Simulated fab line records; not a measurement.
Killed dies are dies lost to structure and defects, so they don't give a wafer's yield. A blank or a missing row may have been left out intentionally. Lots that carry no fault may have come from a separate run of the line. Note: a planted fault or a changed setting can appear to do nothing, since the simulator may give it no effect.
Chamber matching | flow n5_finfet | 4 sister chambers for N5_BEOL_M0_SAQP_MANDREL2_REMOVE_110 on rie_si-06
The step chemistry HBr/Cl2/O2, target a-Si, stops on SiCN, bt time 10 s. 4 wafers are shown with their chamber, then 8 later ones without.

## WAFERS WITH THEIR CHAMBER
wafer  | chamber | oes_o_777_au (a.u.)
L087.1 | 3       | 1.03
L092.3 | 0       | 0.89
L092.5 | 2       | 0.99
L093.1 | 1       | 0.97

## WAFERS WHOSE CHAMBER IS MISSING
wafer  | oes_o_777_au (a.u.)
L093.3 | 0.90
L093.6 | 0.90
L094.1 | 0.97
L094.3 | 1.00
L094.4 | 0.90
L096.1 | 0.91
L096.5 | 0.99
L096.6 | 0.97

## EACH ONE'S CHAMBER
wafer  | from the rows above | in truth
L093.3 | 0                   | 0
L093.6 | 0                   | 0
L094.1 | 1                   | 1
L094.3 | 2                   | 2
L094.4 | 0                   | 0
L096.1 | 0                   | 0
L096.5 | 2                   | 2
L096.6 | 1                   | 1
8 of 8 placed correctly. Can't be placed from these rows: 0. Number placed wrongly: 0.
How it was worked out, from the rows above alone: a wafer's distance from a chamber is the root of the sum, over the readings, of the square of ((its reading less the chamber's mean) divided by the reading's scatter). If the next closest chamber is less than 2 further off than the closest, the wafer can't be placed; otherwise it belongs to the closest. For every chamber, the mean is computed from those of its wafers that are shown. The scatter (one wafer shown for each chamber): square how far every hidden wafer sits from the nearest shown wafer, average those squares and take the square root.
